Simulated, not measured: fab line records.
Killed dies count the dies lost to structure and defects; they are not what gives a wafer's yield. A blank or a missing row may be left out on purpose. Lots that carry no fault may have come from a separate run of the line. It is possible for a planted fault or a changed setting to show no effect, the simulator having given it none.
Lot-split experiment ; flow n5 finfet ; 21 wafers read across 7 lots, on a route 1938 steps long

== ABOUT THE SPLIT ==
At N5_BEOL_M4_DESCUM_33 (chemistry O2, time 7 s), the setting time s was moved away from the recipe's 7 s on 9 of the 21 wafers read, by -16.9% to +16.5%. The other wafers ran this setting at the recipe's value.

== FROM THE SPLIT TO THE READING: what the file shows between them, 3 steps ==
- N5_BEOL_M4_ETCH_77: etches underlayer in N2/H2, target depth 6.5 nm, time 5.2 s
- N5_BEOL_M4_ETCH_69: etches SiARC in CF4, target depth 15.6 nm, time 26 s
- N5_BEOL_M4_ALD_98: deposits SiO2, target thk 2.5 nm, pulse time 1 s, co reactant pulse time 1 s

== THE READING ==
CAR-EUV_of_BEOL_M4_COAT_22.thk nm (the simulator's own value, which no gauge read), in nm, at N5_BEOL_M4_ETCHBACK_99 (etches SiO2 in CHF3, target depth 5 nm, time 10.4 s). There is no usual value for it anywhere in the file. Average 10.5 nm, standard deviation 0.087 nm, over the 12 wafers here run with the recipe.

wafer;tool, chamber at the split;time s as run, s;against the recipe;CAR-EUV_of_BEOL_M4_COAT_22.thk nm, nm;against lot-mates on the recipe
L075.1;rie diel-01, 1,3;7.549;+7.8%;10.2;-0.4
L075.3;rie diel-01, 1,3;7.549;+7.8%;10.2;-0.4
L075.2;rie diel-01, 0;7;recipe;10.6;-
L076.3;rie diel-01, 3;7;recipe;10.4;-
L076.4;rie diel-01, 1;7;recipe;10.4;-
L076.5;rie diel-01, 3;5.815;-16.9%;11;+0.6
L087.1;rie diel-04, 1;7;recipe;10.6;-
L087.5;rie diel-04, 1;7.675;+9.6%;10.2;-0.4
L087.6;rie diel-04, 0;7.675;+9.6%;10;-0.6
L090.2;rie diel-02, 2,0;8.074;+15.3%;9.8;-0.6
L090.5;rie diel-02, 2,0;8.074;+15.3%;9.8;-0.6
L090.6;rie diel-02, 1;7;recipe;10.4;-
L092.2;rie diel-02, 0;7;recipe;10.4;-
L092.6;rie diel-02, 0;7;recipe;10.4;-
L092.3;rie diel-02, 1;7.487;+7.0%;10.2;-0.2
L093.1;rie diel-02, 2;8.157;+16.5%;9.8;-0.6
L093.2;rie diel-02, 1,2;7;recipe;10.4;-
L093.6;rie diel-02, 1,2;7;recipe;10.4;-
L094.2;rie diel-04, 1,3;7;recipe;10.4;-
L094.6;rie diel-04, 0;7;recipe;10.4;-
L094.4;rie diel-04, 1,3;7;recipe;10.6;-
The file does not say which wafer passed through which chamber wherever a row lists several chambers: such a row stands for several wafers.

FIT RESULTS
A straight line over all 21 wafers: CAR-EUV_of_BEOL_M4_COAT_22.thk nm changes by -0.0374 nm for each +1% of time s; r = -0.96; the points scatter about the line by 0.084 nm.
The same after taking each lot's own level away (the mean of its wafers on the recipe; 21 wafers): -0.0393 nm for each +1%; r = -0.97; scatter 0.072 nm.
The reading moves by 0.67 nm for the largest change in time s, on that fit.
From 10.40 to 10.60 nm: that is the span of the lots' own levels, equal to 2.3 times the standard deviation above.
The two slopes are in agreement: the lot-to-lot level therefore moves the slope only a little.
Check: with one of the wafers moved furthest among these (-16.9%) left out of the fit, the line predicts +0.682 nm for it against its lot-mates. Against them it came out at +0.6 nm.

== THE WHOLE CHAIN: every reading that the file lists as answering this split, in the file's order ==
step;what it does;reading;change (the file's fit);r (the file's)
N5_BEOL_M4_DESCUM_33;chemistry O2, time 7 s;CAR-EUV_of_BEOL_M4_COAT_22.thk nm (the simulator's own value, which no gauge read);-0.0384 nm for each +1% of the setting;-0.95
N5_BEOL_M4_ETCH_77;etches underlayer in N2/H2, target depth 6.5 nm, time 5.2 s;CAR-EUV_of_BEOL_M4_COAT_22.thk nm (the simulator's own value, which no gauge read);-0.0352 nm for each +1% of the setting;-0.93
N5_BEOL_M4_ETCH_69;etches SiARC in CF4, target depth 15.6 nm, time 26 s;CAR-EUV_of_BEOL_M4_COAT_22.thk nm (the simulator's own value, which no gauge read);-0.0368 nm for each +1% of the setting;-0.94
N5_BEOL_M4_ETCHBACK_99;etches SiO2 in CHF3, target depth 5 nm, time 10.4 s;CAR-EUV_of_BEOL_M4_COAT_22.thk nm (the simulator's own value, which no gauge read);-0.0387 nm for each +1% of the setting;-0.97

== FILE'S OWN FIT ==
CAR-EUV_of_BEOL_M4_COAT_22.thk nm changes by -0.0387 nm for each +1% of time s, r = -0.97.
